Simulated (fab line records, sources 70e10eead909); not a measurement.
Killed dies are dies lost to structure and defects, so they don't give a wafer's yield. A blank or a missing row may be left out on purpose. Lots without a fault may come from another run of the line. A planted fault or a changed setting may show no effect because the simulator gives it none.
Chamber matching | flow nand_harc | NHARC_A_STAIRCASE_DEP_259 on pecvd-03: 3 sister chambers
The step deposits SiON, target thk 30 nm. 3 wafers are shown with their chamber, then 7 later ones without.

WAFERS WITH THEIR CHAMBER
wafer  | chamber | heater_power_w (W)
L083.5 | 1       | 586
L082.3 | 0       | 678
L082.4 | 2       | 644

WAFERS WITHOUT THEIR CHAMBER
wafer  | heater_power_w (W)
L082.6 | 675
L088.2 | 761
L088.3 | 641
L088.6 | 591
L096.3 | 705
L096.4 | 666
L096.5 | 687

WHICH CHAMBER EACH WENT THROUGH
wafer  | from the rows above          | in truth
L082.6 | can't be placed: 0 or 2      | 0
L088.2 | can't be placed: 0 or 2      | 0
L088.3 | can't be placed: 2 or 0 or 1 | 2
L088.6 | can't be placed: 1 or 2      | 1
L096.3 | can't be placed: 0 or 2      | 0
L096.4 | can't be placed: 0 or 2      | 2
L096.5 | can't be placed: 0 or 2      | 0
Placed correctly: 0 of 7. Can't be placed from these rows: 7 (the true chamber is among the candidates in 7). Placed wrongly: 0.
How it was worked out, from the rows above alone: a wafer's distance from a chamber is the root of the sum, over the readings, of the square of ((its reading less the chamber's mean) divided by the reading's scatter). The wafer belongs to the nearest chamber; if the next one is less than 2 further off, it can't be placed. A chamber's mean is the mean of its shown wafers. The scatter: with one shown wafer a chamber, the root of the mean of the squares of how far each hidden wafer lies from its nearest shown one.
